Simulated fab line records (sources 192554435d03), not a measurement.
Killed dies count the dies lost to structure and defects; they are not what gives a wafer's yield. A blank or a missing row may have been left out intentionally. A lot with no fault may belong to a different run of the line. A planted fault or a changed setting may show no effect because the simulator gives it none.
fab line records ; flow n5-finfet
record lots=9; wafers=27; last-day=16
route steps=1938 shown BEOL_M2@925 BEOL_M3@931 BEOL_M4@1111 PASSIVATION@1936
lots untouched by any fault: they come from a run of this same line in which no faults occurred
start-h: the number of hours between the record's first day and the start of the first shown wafer of the lot ; wait-h: hours from the lot's prior step to this one ; " unchanged from the row above ; L1.1+2: a row that stands for several wafers ; - no value, or no start was given ; * or withheld: withheld ; < > ~ a bound
route shown NAME@n: names a module that has steps shown in the file, with the first one's number in the route ; usual: mean/standard deviation of fault-free wafers ; same: alike in all rows ; chamber/n: place in a boat ; sites: each site's reading ; _std_site: how widely they spread, as a standard deviation ; _edge_site: mean of outer sites minus mean of inner sites ; radius-mm: how far each site lies from the wafer's centre ; mask NAME#n: copy n ; behind: the most recent tool/chamber to have shaped the wafer ; hold: the reason the lot was held/the length of the hold in hours/how it ended ; device: which transistor (n, p or np) failed to switch ; end of line: tests of these same wafers at the route's end ; step lacking rows: just its recipe ; killed: the dies lost at the first sort to structure and to defects; this is not the yield of the wafer ; map: per-die view of a wafer (x killed, . not killed, _ where there is no die)
set.NAME: the run value of the setting; set.NAME@STEP: its run value at that earlier step ; model.NAME: the simulator's own value behind a step, which no gauge read
steps of the route over a sample of lots; a table a step, a row a wafer
services: a tool's chamber out of use, with start hour (start-h, from the record's first day; less than 0 if before it), hours out, and reason
## steps
# step N5_BEOL_M2_PRE_CLEAN_60
# recipe gas=NH3/H2; time-s=15; temp-c=*; rf-power-w=300
# usual heater-power-w=81/11
lot.wafer;tool;chamber;start-h;wait-h;heater-power-w
L935.2;cvd-co-02;2;149.08;0.0;95
L935.3;cvd-co-02;1;149.08;0.0;83
L935.4;cvd-co-02;0;149.08;0.0;69
L934.2;cvd-co-02;2;150.58;0.0;94
L934.3;cvd-co-02;1;150.58;0.0;85
L934.5;cvd-co-02;1;150.58;0.0;81
L938.2;cvd-co-02;1;168.81;0.0;82
L938.3;cvd-co-02;0;168.81;0.0;70
L938.6;cvd-co-02;0;168.81;0.0;68
L941.1;cvd-co-02;1;193.40;0.3;82
L941.3;cvd-co-02;2;193.40;0.3;96
L941.6;cvd-co-02;2;193.40;0.3;97
L942.2;cvd-co-02;0;196.82;0.0;67
L942.3;cvd-co-02;1;196.82;0.0;83
L942.5;cvd-co-02;0;196.82;0.0;70
L945.1;cvd-co-02;0;207.71;0.1;69
L945.2;cvd-co-02;2;207.71;0.1;97
L945.3;cvd-co-02;1;207.71;0.1;84
L951.2;cvd-co-01;0;236.71;0.0;85
L951.3;cvd-co-01;2;236.71;0.0;85
L951.6;cvd-co-01;1;236.71;0.0;63
L949.1;cvd-co-01;2;236.98;0.0;85
L949.2;cvd-co-01;0;236.98;0.0;84
L949.6;cvd-co-01;0;236.98;0.0;85
L950.3;cvd-co-02;1;238.49;0.0;84
L950.4;cvd-co-02;0;238.49;0.0;70
L950.5;cvd-co-02;1;238.49;0.0;84
# step N5_BEOL_M3_ILD_DEP_00
# recipe material=SiOC; target-thk-a=790; temp-c=350; precursor=DEMS/O2; pressure-torr=5; rf-w=500; time-s=15.3
# usual heater-power-w=447/74; showerhead-plenum-p-Torr=5.697/0.013; throttle-valve-pct=12.2/0.57
lot.wafer;tool;chamber;start-h;wait-h;heater-power-w;showerhead-plenum-p-Torr;throttle-valve-pct
L935.2;pecvd-02;2;149.37;0.0;557;5.718;12.2
L935.3;pecvd-02;0;149.37;0.0;512;5.727;11.1
L935.4;pecvd-02;1;149.37;0.0;445;5.682;12.4
L934.2;pecvd-01;2;150.87;0.0;482;5.692;11.7
L934.3;pecvd-01;0;150.87;0.0;542;5.668;12.7
L934.5;pecvd-01;0;150.87;0.0;540;5.687;12.4
L938.2;pecvd-02;1;169.09;0.0;493;5.690;12.6
L938.3;pecvd-02;2;169.09;0.0;444;5.712;12.3
L938.6;pecvd-02;0;169.09;0.0;477;5.723;11.4
L941.1;pecvd-03;2;193.69;0.0;463;5.678;11.4
L941.3;pecvd-03;1;193.69;0.0;407;5.705;12.2
L941.6;pecvd-03;1;193.69;0.0;408;5.689;12.4
L942.2;pecvd-02;0;197.11;0.0;459;5.703;11.2
L942.3;pecvd-02;2;197.11;0.0;518;5.705;12.4
L942.5;pecvd-02;2;197.11;0.0;526;5.699;12.1
L945.1;pecvd-01;1;208.00;0.0;488;5.679;11.5
L945.2;pecvd-01;0;208.00;0.0;532;5.704;12.6
L945.3;pecvd-01;2;208.00;0.0;507;5.695;12.3
L951.2;pecvd-03;2;236.99;0.0;406;5.689;11.4
L951.3;pecvd-03;1;236.99;0.0;384;5.707;12.3
L951.6;pecvd-03;2;236.99;0.0;415;5.690;11.6
L949.1;pecvd-03;1;237.26;0.0;388;5.699;12.6
L949.2;pecvd-03;2;237.26;0.0;410;5.695;11.2
L949.6;pecvd-03;1;237.26;0.0;385;5.699;12.4
L950.3;pecvd-03;1;238.78;0.0;375;5.709;12.5
L950.4;pecvd-03;2;238.78;0.0;464;5.682;11.3
L950.5;pecvd-03;1;238.78;0.0;370;5.696;12.3
# step N5_BEOL_M3_THK_MEAS_01
# recipe reads=SiOC_of_BEOL_M3_ILD_DEP_00
# usual M3_ILD_THK=78.9/0.98
lot.wafer;tool;chamber;start-h;wait-h;M3_ILD_THK[nm]
L935.2;film-metro-02;-;149.43;0.1;78.2
L935.3;film-metro-02;-;149.43;0.1;78.9
L935.4;film-metro-02;-;149.43;0.1;79.0
L934.2;film-metro-01;-;150.94;0.1;78.4
L934.3;film-metro-01;-;150.94;0.1;78.1
L934.5;film-metro-01;-;150.94;0.1;79.5
L938.2;film-metro-02;-;169.16;0.1;78.9
L938.3;film-metro-02;-;169.16;0.1;78.4
L938.6;film-metro-02;-;169.16;0.1;79.9
L941.1;film-metro-01;-;193.76;0.0;77.9
L941.3;film-metro-01;-;193.76;0.0;79.3
L941.6;film-metro-01;-;193.76;0.0;79.5
L942.2;film-metro-01;-;197.18;0.1;78.6
L942.3;film-metro-01;-;197.18;0.1;77.5
L942.5;film-metro-01;-;197.18;0.1;79.8
L945.1;film-metro-01;-;208.07;0.0;76.7
L945.2;film-metro-01;-;208.07;0.0;76.9
L945.3;film-metro-01;-;208.07;0.0;78.8
L951.2;film-metro-01;-;237.06;0.1;78.3
L951.3;film-metro-01;-;237.06;0.1;79.2
L951.6;film-metro-01;-;237.06;0.1;79.7
L949.1;film-metro-02;-;237.33;0.0;79.5
L949.2;film-metro-02;-;237.33;0.0;78.7
L949.6;film-metro-02;-;237.33;0.0;80.3
L950.3;film-metro-01;-;238.84;0.1;78.2
L950.4;film-metro-01;-;238.84;0.1;79.5
L950.5;film-metro-01;-;238.84;0.1;78.5
# step N5_BEOL_M3_INSPECT_13
# recipe mode=adi; inspect-instrument=brightfield
# usual raw-defect-count=384/80
lot.wafer;tool;chamber;start-h;wait-h;raw-defect-count
L935.2;defect-inspect-02;-;150.45;0.0;430
L935.3;defect-inspect-02;-;150.45;0.0;394
L935.4;defect-inspect-02;-;150.45;0.0;406
L934.2;defect-inspect-01;-;154.54;0.0;420
L934.3;defect-inspect-01;-;154.54;0.0;339
L934.5;defect-inspect-01;-;154.54;0.0;436
L938.2;defect-inspect-02;-;170.96;0.0;447
L938.3;defect-inspect-02;-;170.96;0.0;375
L938.6;defect-inspect-02;-;170.96;0.0;521
L941.1;defect-inspect-02;-;197.90;0.1;408
L941.3;defect-inspect-02;-;197.90;0.1;439
L941.6;defect-inspect-02;-;197.90;0.1;400
L942.2;defect-inspect-02;-;197.94;0.0;304
L942.3;defect-inspect-02;-;197.94;0.0;334
L942.5;defect-inspect-02;-;197.94;0.0;348
L945.1;defect-inspect-02;-;210.20;0.1;363
L945.2;defect-inspect-02;-;210.20;0.1;365
L945.3;defect-inspect-02;-;210.20;0.1;362
L951.2;defect-inspect-02;-;238.47;0.0;432
L951.3;defect-inspect-02;-;238.47;0.0;321
L951.6;defect-inspect-02;-;238.47;0.0;330
L949.1;defect-inspect-02;-;238.71;0.1;590
L949.2;defect-inspect-02;-;238.71;0.1;1632
L949.6;defect-inspect-02;-;238.71;0.1;366
L950.3;defect-inspect-02;-;241.77;0.0;365
L950.4;defect-inspect-02;-;241.77;0.0;1445
L950.5;defect-inspect-02;-;241.77;0.0;511
# step N5_BEOL_M3_ETCH_74
# recipe chemistry=N2/H2; target=underlayer; target-depth-a=65; mask-material=CAR-EUV; time-s=5.2; ion-energy-ev=200; pressure-mtorr=30; source-w=840; bias-w=150; n2-flow-sccm=200; h2-flow-sccm=200; ends=cleared
# usual bias-w=150.0/0.47; drypump-motor-current-A=5.8/0.41; etch-rf-on-time-s=5.17/0.13; oes-product-au=0.69/0.054; rf-vpp-V=524.5/2.9; showerhead-plenum-p-Torr=2.56/0.089; throttle-valve-pct=17.79/0.19
lot.wafer;tool;chamber;start-h;wait-h;bias-w;drypump-motor-current-A;etch-rf-on-time-s;oes-product-au;rf-hours-counter-h;rf-vpp-V;showerhead-plenum-p-Torr;throttle-valve-pct
L935.2;rie-diel-05;1;150.52;0.0;150.4;6.1;5.13;0.69;99;522.1;2.45;17.84
L935.3;rie-diel-05;3;150.52;0.0;150.7;6.2;5.11;0.62;215;527.3;2.62;17.93
L935.4;rie-diel-05;2;150.52;0.0;149.4;5.3;5.18;0.67;-;524.4;2.58;18.10
L934.2;rie-diel-05;2;154.61;0.0;149.9;5.3;5.21;0.68;101;524.7;2.58;18.09
L934.3;rie-diel-05;3;154.61;0.0;150.5;6.2;5.13;0.63;215;522.9;2.62;17.90
L934.5;rie-diel-05;1;154.61;0.0;149.7;6.1;5.22;0.69;-;521.5;2.45;17.83
L938.2;rie-diel-05;0;171.03;0.0;150.7;5.9;5.46;0.80;6;526.4;2.61;17.82
L938.3;rie-diel-05;3;171.03;0.0;149.8;6.2;5.13;0.62;221;524.5;2.62;17.95
L938.6;rie-diel-05;3;171.03;0.0;149.9;6.2;5.15;0.61;-;525.5;2.62;17.93
L941.1;rie-diel-05;3;197.97;0.0;150.4;6.2;5.11;0.61;229;527.3;2.61;17.93
L941.3;rie-diel-05;1;197.97;0.0;149.7;6.2;5.10;0.67;114;520.9;2.45;17.84
L941.6;rie-diel-05;3;197.97;0.0;149.6;6.3;5.13;0.61;-;525.8;2.61;17.95
L942.2;rie-diel-04;0;198.20;0.0;148.9;5.1;5.01;0.65;164;522.5;2.51;17.64
L942.3;rie-diel-04;1;198.20;0.0;150.3;5.8;4.97;0.73;55;527.8;2.69;17.90
L942.5;rie-diel-04;1;198.20;0.0;150.3;5.9;5.03;0.73;-;528.5;2.69;17.84
L945.1;rie-diel-04;2;210.27;0.0;150.5;5.6;5.05;0.77;22;530.0;2.70;17.38
L945.2;rie-diel-04;1;210.27;0.0;150.9;5.9;5.02;0.73;59;528.8;2.69;17.87
L945.3;rie-diel-04;0;210.27;0.0;149.3;5.1;4.97;0.64;166;520.9;2.51;17.63
L951.2;rie-diel-05;3;238.54;0.0;150.5;6.3;5.12;0.61;241;527.7;2.61;17.95
L951.3;rie-diel-05;1;238.54;0.0;151.1;6.1;5.14;0.66;127;521.7;2.44;17.88
L951.6;rie-diel-05;0;238.54;0.0;149.6;5.9;5.48;0.75;-;524.2;2.60;17.86
L949.1;rie-diel-01;2;238.78;0.0;150.1;5.2;5.12;0.68;126;521.1;2.44;17.94
L949.2;rie-diel-01;3;238.78;0.0;150.7;6.0;5.25;0.64;171;522.5;2.53;17.63
L949.6;rie-diel-01;1;238.78;0.0;149.6;6.3;5.25;0.69;-;523.1;2.47;17.70
L950.3;rie-diel-04;2;241.84;0.0;150.3;5.6;5.17;0.75;30;530.0;2.69;17.36
L950.4;rie-diel-04;1;241.84;0.0;149.3;5.9;5.09;0.71;69;528.1;2.69;17.88
L950.5;rie-diel-04;2;241.84;0.0;149.9;5.6;5.14;0.75;-;525.4;2.69;17.41
# step N5_BEOL_M4_RC_MEAS_101
# usual DIBL_N=36.5/1.7; DIBL_P=36.3/2.1; IOFF_N=0.16/0.036; IOFF_P=0.21/0.037; ION_N=676/12; ION_P=462/7.6; SS_N=71.5/0.68; SS_P=73.3/0.63; VT_N=249/3.5; VT_P=-250/3.5
lot.wafer;tool;chamber;start-h;wait-h;DIBL_N[mV/V];DIBL_P[mV/V];IOFF_N[nA/um];IOFF_P[nA/um];ION_N[uA/um];ION_P[uA/um];SS_N[mV/dec];SS_P[mV/dec];VT_N[mV];VT_P[mV]
L934.2;prober-01;0;176.10;0.2;36.5;36.5;0.18;0.22;682;472;71.6;73.3;248;-248
L934.3;prober-01;0;176.10;0.2;37.3;37.2;0.20;0.23;687;463;72.3;73.7;247;-250
L934.5;prober-01;0;176.10;0.2;37.0;36.9;0.19;0.22;685;466;72.0;73.5;244;-248
L935.2;prober-02;0;184.13;0.2;37.9;37.5;0.20;0.24;697;470;71.8;73.1;243;-249
L935.3;prober-02;0;184.13;0.2;37.5;37.1;0.21;0.24;696;476;71.3;73.3;242;-247
L935.4;prober-02;0;184.13;0.2;36.5;36.5;0.18;0.22;685;471;71.8;72.8;245;-247
L938.2;prober-01;0;193.78;0.2;36.3;33.9;0.14;0.18;665;453;71.0;72.9;254;-248
L938.3;prober-01;0;193.78;0.2;34.4;33.5;0.12;0.17;663;453;69.8;73.0;252;-250
L938.6;prober-01;0;193.78;0.2;34.7;33.9;0.13;0.18;664;450;70.3;72.3;253;-249
L941.1;prober-01;0;219.75;0.0;32.8;33.4;0.11;0.17;650;461;70.6;72.6;258;-251
L941.3;prober-01;0;219.75;0.0;34.0;34.9;0.12;0.19;660;457;70.8;72.3;252;-252
L941.6;prober-01;0;219.75;0.0;37.2;39.0;0.18;0.26;685;469;71.6;73.8;248;-244
L942.2;prober-01;0;228.12;0.2;32.2;31.4;0.11;0.16;670;459;69.9;72.1;254;-251
L942.3;prober-01;0;228.12;0.2;34.2;33.7;0.13;0.19;657;451;69.8;73.2;250;-253
L942.5;prober-01;0;228.12;0.2;36.4;36.5;0.17;0.23;683;465;71.2;74.2;249;-249
L945.1;prober-01;0;246.90;0.0;35.1;33.4;0.11;0.14;662;449;71.0;72.6;252;-256
L945.2;prober-01;0;246.90;0.0;39.3;38.0;0.19;0.20;684;454;72.7;73.4;247;-254
L945.3;prober-01;0;246.90;0.0;36.9;36.1;0.15;0.18;673;459;71.5;73.1;248;-255
L951.2;prober-01;0;256.84;0.2;37.6;38.6;0.18;0.22;681;467;72.4;73.6;248;-250
L951.3;prober-01;0;256.84;0.2;35.3;35.9;0.13;0.19;667;459;71.0;73.3;253;-251
L951.6;prober-01;0;256.84;0.2;39.6;40.3;0.23;0.25;682;463;72.1;74.1;244;-247
L950.3;prober-01;0;259.90;0.3;36.5;37.1;0.16;0.22;674;461;71.1;73.9;252;-251
L950.4;prober-01;0;259.90;0.3;33.6;34.0;0.13;0.18;667;460;70.8;73.0;252;-254
L950.5;prober-01;0;259.90;0.3;35.1;36.0;0.14;0.21;667;461;71.1;73.9;253;-249
L949.1;prober-02;0;264.55;0.0;36.0;36.6;0.15;0.21;667;456;72.2;73.3;252;-250
L949.2;prober-02;0;264.55;0.0;34.1;34.7;0.13;0.19;677;466;71.1;73.0;251;-250
L949.6;prober-02;0;264.55;0.0;35.2;36.3;0.15;0.21;675;466;71.9;73.5;251;-250
# step N5_PASSIVATION_PROBE_49
# usual defect-limited-yield=91.4/1.5; killed_at_M0_to_M3=34/12; killed_at_M4_up=12/4.9; killed-at-contacts=13/7.2; killed-at-front-end=39/12; killed-at-other=3.7/2.9; killed-dies=101/18; killed-open=67/14; killed-short=33/7.2; sort_bin_5_function=5.1/0.97; sort_bin_6_memory=3.2/0.67; sort-n-pass=1079/17; sort-yield-pct=91.4/1.5
# same gross-dies=1180; killed-at-back-side=0; sort_bin_4_leakage[%]=0; sort_bin_8_speed[%]=0
lot.wafer;tool;chamber;start-h;wait-h;defect-limited-yield[%];killed_at_M0_to_M3;killed_at_M4_up;killed-at-contacts;killed-at-front-end;killed-at-other;killed-dies;killed-open;killed-short;sort_bin_5_function[%];sort_bin_6_memory[%];sort-n-pass;sort-yield-pct[%]
L950.3;prober-02;-;367.41;0.1;91.6;24;11;25;35;4;99;73;26;5.5;2.8;1081;91.6
L950.4;prober-02;-;367.46;0.2;79.8;175;8;36;18;1;238;61;26;12.8;3.6;942;79.8
L950.5;prober-02;-;367.51;0.2;92.9;28;6;18;29;3;84;57;26;3.8;2.9;1096;92.9
L949.1;prober-01;-;373.71;0.0;91.2;30;16;16;40;2;104;70;34;6.1;2.5;1076;91.2
L949.2;prober-01;-;373.76;0.1;78.9;188;18;5;33;5;249;51;43;12.5;4.7;931;78.9
L949.6;prober-01;-;373.96;0.3;91.9;30;5;7;51;2;95;58;37;4.5;3.3;1085;91.9
# killed by level:class
L950.3 MOL_CONTACT_COAG:geometric-particle:open=19 FIN_SAQP:geometric-particle:open=16 BEOL_M3:geometric-particle:open=7 BEOL_M4:geometric-particle:open=7 MOL_CONTACT_COAG:geometric-particle:short=6 BEOL_M0_SAQP:geometric-particle:short=6 FIN_SAQP:geometric-particle:short=5 DUMMY_GATE:geometric-particle:open=5
L950.4 BEOL_M3:unspecified=151 MOL_CONTACT_COAG:geometric-particle:open=31 BEOL_M2:geometric-particle:open=8 MOL_CONTACT_COAG:geometric-particle:short=5 STI_FIN_REVEAL:geometric-particle:open=3 BEOL_M0_SAQP:geometric-particle:open=3 BEOL_M2:geometric-particle:short=3 BEOL_M3:geometric-particle:open=3
L950.5 MOL_CONTACT_COAG:geometric-particle:open=13 BEOL_M0_SAQP:geometric-particle:short=11 BEOL_M0_SAQP:geometric-particle:open=10 FIN_SAQP:geometric-particle:open=6 STARTING-WAFER:geometric-particle:open=6 STI_FIN_REVEAL:geometric-particle:open=5 MOL_CONTACT_COAG:geometric-particle:short=5 SPACER0:geometric-particle:short=4
L949.1 BEOL_M4:geometric-particle:open=13 FIN_SAQP:geometric-particle:open=12 MOL_CONTACT_COAG:geometric-particle:open=10 BEOL_M2:geometric-particle:open=10 BEOL_M0_SAQP:geometric-particle:short=7 GATE_CUT:geometric-particle:short=6 MOL_CONTACT_COAG:geometric-particle:short=6 FIN_SAQP:geometric-particle:short=5
L949.2 BEOL_M3:unspecified=155 BEOL_M4:geometric-particle:open=10 BEOL_M0_SAQP:geometric-particle:short=8 BEOL_M2:geometric-particle:open=8 FIN_SAQP:geometric-particle:short=7 STI_FIN_REVEAL:geometric-particle:open=7 FIN_SAQP:geometric-particle:open=6 GATE_CUT:geometric-particle:short=5
L949.6 STI_FIN_REVEAL:geometric-particle:open=10 FIN_SAQP:geometric-particle:short=9 FIN_SAQP:geometric-particle:open=9 BEOL_M2:geometric-particle:open=8 GATE_CUT:geometric-particle:short=7 MOL_CONTACT_COAG:geometric-particle:open=7 BEOL_M3:geometric-particle:short=6 GATE_CUT:geometric-particle:open=5
## services
tool;chamber;start-h;hours;kind
rie-diel-05;1;126.84;5.4;repair
cvd-co-01;1;129.71;14.0;repair
cvd-co-02;-;150.86;0.7;repair
rie-diel-01;3;154.67;14.1;repair
pecvd-03;2;164.67;13.1;repair
pecvd-02;2;166.59;-;calibration
rie-diel-04;3;176.15;-;clean
rie-diel-04;3;176.15;-;consumable-replace:focus-ring
rie-diel-04;3;176.15;-;consumable-replace:showerhead
rie-diel-04;3;176.15;12.3;scheduled-down
rie-diel-04;3;176.15;12.3;vent-cycle
cvd-co-01;1;199.28;-;clean
cvd-co-01;1;199.28;22.0;scheduled-down
cvd-co-01;1;199.28;22.0;vent-cycle
rie-diel-04;0;202.29;6.5;repair
pecvd-02;2;202.38;-;clean
pecvd-02;2;202.38;-;consumable-replace:showerhead
pecvd-02;2;202.38;29.0;scheduled-down
pecvd-02;2;202.38;29.0;vent-cycle
rie-diel-05;2;205.97;1.6;repair
pecvd-03;2;210.24;18.6;repair
rie-diel-05;-;216.89;0.8;repair
pecvd-03;1;230.40;2.1;scheduled-down
rie-diel-04;2;233.69;4.1;repair
## key
first-sign step=N5_BEOL_M3_INSPECT_13; reading=raw-defect-count; direction=up; sigmas=14; usual=384; struck=1538
effect step=N5_PASSIVATION_PROBE_49; reading=killed_at_M0_to_M3; direction=up; sigmas=13; usual=34; struck=182
more-kills-born-at N5_BEOL_M3_ILD_DEP_00@pecvd-03=306
met-at N5_BEOL_M3_ILD_DEP_00
struck-lots L949,L950
struck-wafers L949.2,L950.4
not-acting-at N5_BEOL_M2_PRE_CLEAN_60,N5_BEOL_M3_THK_MEAS_01,N5_BEOL_M3_ETCH_74
onset-between 236.99 237.26
fault kind=chamber-particle-source; tool=pecvd-03; chamber=2; onset-h=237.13; steps=N5_BEOL_M3_ILD_DEP_00; rate-per-visit-cm2=1.8348; end-h=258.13
